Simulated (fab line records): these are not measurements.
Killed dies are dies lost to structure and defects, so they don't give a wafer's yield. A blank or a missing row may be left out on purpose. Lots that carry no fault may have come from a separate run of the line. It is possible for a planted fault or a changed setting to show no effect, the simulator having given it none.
Chamber matching + flow nand_harc + rie_diel-07 running NHARC_A_STAIRCASE_TRIM_187: 4 sister chambers
The step chemistry O2, time 211.2 s. 8 wafers are shown with their chamber, then 8 later ones without.

== WAFERS, EACH WITH ITS CHAMBER ==
| wafer  | chamber | drypump_motor_current_A (A) | showerhead_plenum_p_Torr (Torr) |
|--------|---------|-----------------------------|---------------------------------|
| L083.6 | 2       | 6.6                         | 3.48                            |
| L086.5 | 0       | 5.1                         | 3.79                            |
| L085.1 | 2       | 6.6                         | 3.48                            |
| L085.3 | 1       | 4.9                         | 3.59                            |
| L090.1 | 0       | 5.1                         | 3.79                            |
| L090.3 | 1       | 4.9                         | 3.58                            |
| L090.6 | 3       | 5.1                         | 3.55                            |
| L092.3 | 3       | 5.2                         | 3.55                            |

== WAFERS MISSING THEIR CHAMBER ==
| wafer  | drypump_motor_current_A (A) | showerhead_plenum_p_Torr (Torr) |
|--------|-----------------------------|---------------------------------|
| L092.4 | 4.9                         | 3.58                            |
| L092.6 | 6.6                         | 3.47                            |
| L093.2 | 5.1                         | 3.78                            |
| L093.3 | 5.2                         | 3.55                            |
| L093.4 | 6.6                         | 3.47                            |
| L095.1 | 5.1                         | 3.78                            |
| L095.3 | 4.9                         | 3.58                            |
| L095.6 | 5.1                         | 3.78                            |

== EACH ONE'S CHAMBER ==
| wafer  | from the rows above | in truth |
|--------|---------------------|----------|
| L092.4 | 1                   | 1        |
| L092.6 | 2                   | 2        |
| L093.2 | 0                   | 0        |
| L093.3 | 3                   | 3        |
| L093.4 | 2                   | 2        |
| L095.1 | 0                   | 0        |
| L095.3 | 1                   | 1        |
| L095.6 | 0                   | 0        |
Correctly placed: 8 of 8. Not placeable from these rows: 0. 0 placed wrongly.
How it was worked out, from the rows above alone: a wafer's distance from a chamber is the root of the sum, over the readings, of the square of ((its reading less the chamber's mean) divided by the reading's scatter). If the next closest chamber is less than 2 further off than the closest, the wafer can't be placed; otherwise it belongs to the closest. A chamber's mean is the mean of its shown wafers. The scatter: the root of (the sum of the squares of (reading less its chamber's mean) over the shown wafers, divided by (wafers less chambers)).
